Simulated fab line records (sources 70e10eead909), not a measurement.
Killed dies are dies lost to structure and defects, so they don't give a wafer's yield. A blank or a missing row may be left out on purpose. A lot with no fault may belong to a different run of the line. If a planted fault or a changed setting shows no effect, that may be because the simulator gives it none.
Which tool did it? -- flow nandHarc -- 33 wafers from 11 lots sampled at 5 of the route's 1159 steps

WHAT THE GAUGES SHOWED, per wafer
NHARC_END_SORT_01. Usual: killedAtArray 27, standard deviation 9.9; killedAtOther 0.5, standard deviation 0.76; killedAtPeriphery 3.4, standard deviation 2.2; killedDies 31, standard deviation 10; killedOpen 3.3, standard deviation 2; killedShort 2.0, standard deviation 1.5.
lot,measured,on,killedAtArray,killedAtOther,killedAtPeriphery,killedDies,killedOpen,killedShort,flag
L136,day 20 05:43,prober-02,24 28 38,0 1 0,4 1 4,28 30 42,0 2 8,4 4 4,
L146,day 22 05:43,prober-01,28 26 27,0 0 0,4 2 2,32 28 29,6 4 4,1 2 3,
L144,day 22 07:16,prober-02,30,0,4,34,5,0,

TOOL THAT RAN EACH LOT (tool first, then ch and the chambers of the sampled wafers, then the start)
lot,NHARC_A_CONTACT_ETCH_90,NHARC_A_CONTACT_ETCH_102,NHARC_A_CONTACT_SOFTBAKE_64,NHARC_A_CONTACT_ETCH_75
L134,"rieDiel-01 ch 0,3, day 16 04:32","rieDiel-01 ch 0,1,3, day 16 05:15","lithoTrack-06 ch 0, day 16 09:00","rieDiel-08 ch 0,2,3, day 16 09:50"
L136,"rieDiel-11 ch 0,3, day 16 16:23","rieDiel-08 ch 0,2,3, day 16 16:55","lithoTrack-06 ch 0, day 16 21:00","rieDiel-01 ch 0,3, day 16 22:02"
L135,"rieDiel-01 ch 0,1,3, day 16 17:26","rieDiel-01 ch 1,2, day 16 18:02","lithoTrack-01 ch 0, day 16 22:00","rieDiel-01 ch 0,2,3, day 16 23:35"
L138,"rieDiel-08 ch 1,2, day 18 01:14","rieDiel-08 ch 0,1, day 18 01:44","lithoTrack-01 ch 0, day 18 08:00","rieDiel-08 ch 0,1,2, day 18 08:59"
L142,"rieDiel-08 ch 0,1,2, day 18 20:58","rieDiel-01 ch 1,3, day 18 21:32","lithoTrack-06 ch 0, day 19 01:00","rieDiel-08 ch 0,1, day 19 02:20"
L146,"rieDiel-01 ch 1,3, day 19 09:25","rieDiel-01 ch 0,3, day 19 10:46","lithoTrack-04 ch 0, day 19 14:00","rieDiel-11 ch 0,1, day 19 15:29"
L144,"rieDiel-11 ch 0,1,3, day 19 09:27","rieDiel-11 ch 0,1,3, day 19 10:14","lithoTrack-06 ch 0, day 19 13:00","rieDiel-01 ch 0,1,3, day 19 13:55"
L148,"rieDiel-08 ch 1,2,3, day 20 09:49","rieDiel-11 ch 0,1, day 20 10:22","lithoTrack-01 ch 0, day 20 13:00","rieDiel-08 ch 0,3, day 20 14:24"
L152,"rieDiel-01 ch 0,1,3, day 21 03:47","rieDiel-11 ch 0,2,3, day 21 04:25","lithoTrack-04 ch 0, day 21 09:00","rieDiel-08 ch 0,1,3, day 21 09:53"
L155,"rieDiel-08 ch 1,2, day 21 15:08","rieDiel-08 ch 2,3, day 21 15:43","lithoTrack-01 ch 0, day 21 19:00","rieDiel-08 ch 0,1,2, day 21 19:59"
L156,"rieDiel-11 ch 1,3, day 21 15:17","rieDiel-08 ch 0,1,3, day 21 16:08","lithoTrack-04 ch 0, day 21 20:00","rieDiel-11 ch 0,1,2, day 21 21:01"
- NHARC_A_CONTACT_ETCH_90: etches the open film in CH3F/O2, target depth 40 nm, time 85.7 s.
- NHARC_A_CONTACT_ETCH_102: etches the open film in CF4/O2, target depth 70 nm, overetch 7 nm, time 38.5 s.
- NHARC_A_CONTACT_SOFTBAKE_64: time 55 s.
- NHARC_A_CONTACT_ETCH_75: etches the open film in CF4, target depth 39 nm, time 65 s.

AS READ BY THE TOOLS THEMSELVES (means over the sampled wafers that have a number; for cases with no such wafer, the mark the record gives instead)
NHARC_A_CONTACT_ETCH_90. Usual: ch3fFlowSccm 49.98 sccm, standard deviation 0.16; drypumpMotorCurrentA 5.70 A, standard deviation 0.25; oesProductAu 0.94 a.u., standard deviation 0.032; rfVppV 243.8 V, standard deviation 1.6; showerheadPlenumPTorr 2.42 Torr, standard deviation 0.094; throttleValvePct 20.664 %, standard deviation 0.0082.
lot,tool,ch3fFlowSccm (sccm),drypumpMotorCurrentA (A),oesProductAu (a.u.),rfVppV (V),showerheadPlenumPTorr (Torr),throttleValvePct (%),flag
L134,rieDiel-01,50.01,5.84,0.98,244.6,2.49,20.674,
L136,rieDiel-11,50.15,5.55,1.01,245.6,2.56,20.660,
L135,rieDiel-01,49.92,5.76,0.98,243.6,2.43,20.661,
L138,rieDiel-08,50.02,5.57,0.92,243.5,2.38,20.656,
L142,rieDiel-08,50.09,5.62,0.93,243.8,2.42,20.667,
L146,rieDiel-01,49.90,6.02,0.92,244.4,2.42,20.663,
L144,rieDiel-11,50.03,5.67,0.91,244.1,2.49,20.660,
L148,rieDiel-08,49.95,5.74,0.93,243.6,2.41,20.663,
L152,rieDiel-01,49.92,5.76,0.92,244.7,2.41,20.668,
L155,rieDiel-08,49.94,5.56,0.92,243.0,2.38,20.668,
L156,rieDiel-11,50.01,5.78,0.92,244.1,2.42,20.664,

NHARC_A_CONTACT_ETCH_102. Usual: drypumpMotorCurrentA 5.70 A, standard deviation 0.25; oesProductAu 0.996 a.u., standard deviation 0.013; rfVppV 197.6 V, standard deviation 1.4; showerheadPlenumPTorr 1.32 Torr, standard deviation 0.054; throttleValvePct 13.398 %, standard deviation 0.0091.
lot,tool,drypumpMotorCurrentA (A),oesProductAu (a.u.),rfVppV (V),showerheadPlenumPTorr (Torr),throttleValvePct (%),flag
L134,rieDiel-01,5.75,0.990,197.4,1.32,13.393,
L136,rieDiel-08,5.64,0.988,197.2,1.29,13.394,
L135,rieDiel-01,5.82,0.999,198.0,1.35,13.400,
L138,rieDiel-08,5.81,0.991,198.3,1.36,13.393,
L142,rieDiel-01,5.95,1.004,196.3,1.28,13.398,
L146,rieDiel-01,5.59,0.979,198.4,1.35,13.391,
L144,rieDiel-11,5.68,0.981,198.9,1.35,13.400,
L148,rieDiel-11,5.64,0.982,197.8,1.32,13.399,
L152,rieDiel-11,5.61,1.008,198.0,1.34,13.404,
L155,rieDiel-08,5.57,1.000,196.0,1.26,13.388,
L156,rieDiel-08,5.84,1.015,198.0,1.33,13.393,

NHARC_A_CONTACT_SOFTBAKE_64. Usual: 188.47 W for heaterPowerTotalW, sd 0.13.
lot,tool,heaterPowerTotalW (W),flag
L134,lithoTrack-06,188.50,
L136,lithoTrack-06,188.42,
L135,lithoTrack-01,188.42,
L138,lithoTrack-01,188.43,
L142,lithoTrack-06,323.25,OFF
L146,lithoTrack-04,188.39,
L144,lithoTrack-06,323.07,OFF
L148,lithoTrack-01,188.50,
L152,lithoTrack-04,188.56,
L155,lithoTrack-01,188.60,
L156,lithoTrack-04,188.40,

NHARC_A_CONTACT_ETCH_75. Usual: drypumpMotorCurrentA 5.70 A, standard deviation 0.24; oesProductAu 0.999 a.u., standard deviation 0.012; rfVppV 151.0 V, standard deviation 1.2; showerheadPlenumPTorr 1.75 Torr, standard deviation 0.065; throttleValvePct 13.283 %, standard deviation 0.0087.
lot,tool,drypumpMotorCurrentA (A),oesProductAu (a.u.),rfVppV (V),showerheadPlenumPTorr (Torr),throttleValvePct (%),flag
L134,rieDiel-08,5.63,0.995,150.5,1.70,13.282,
L136,rieDiel-01,5.83,0.993,152.9,1.79,13.283,
L135,rieDiel-01,5.75,0.989,151.5,1.81,13.288,
L138,rieDiel-08,5.61,1.009,150.9,1.74,13.278,
L142,rieDiel-08,5.69,1.008,151.4,1.76,13.279,
L146,rieDiel-11,5.67,0.984,151.2,1.76,13.282,
L144,rieDiel-01,5.76,0.997,150.9,1.74,13.284,
L148,rieDiel-08,5.70,0.992,149.7,1.73,13.284,
L152,rieDiel-08,5.81,1.012,151.4,1.76,13.282,
L155,rieDiel-08,5.61,1.012,150.9,1.74,13.287,
L156,rieDiel-11,5.61,1.001,150.7,1.74,13.287,

THE ANSWER, worked out from the rows above alone
Rule: a lot counts as off when the mean over its wafers that have a number is more than 3 standard deviations away from the usual mean. A lot without any number at a reading at which 4 lots or more have one is off too. Any other lot the step has rows for is counted as sound. Order of review: gauges by route order, followed by the tools' own readings, for which a lot's mean as printed above is used. The first step at which some lot is off is used, and at that step the reading that is off furthest; a lot without a number counts as furthest.
Off: L142, L144 (NHARC_A_CONTACT_SOFTBAKE_64, heaterPowerTotalW).
A tool fits if, at that step or a process step before it, it ran every lot that is off, and no sound lot after the first of them. One candidate fits, namely lithoTrack-06 at NHARC_A_CONTACT_SOFTBAKE_64. Its last sound lot is L136 (day 16 21:00), its first lot that is off L142 (day 19 01:00): a fault that began between those two fits.
On the lots that are off, the tool's own readings at NHARC_A_CONTACT_SOFTBAKE_64 differ by more than 5 times the standard deviation of the sound lots' means, which bears it out; heaterPowerTotalW reads 323.16 W there versus 188.47 W on the sound lots.

WHAT WAS PUT IN BY THE SIMULATOR
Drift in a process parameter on lithoTrack-06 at NHARC_A_CONTACT_SOFTBAKE_64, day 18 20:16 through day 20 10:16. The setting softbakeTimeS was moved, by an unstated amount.
Struck lots among those shown: L144, L142. The same result came from the rule above.
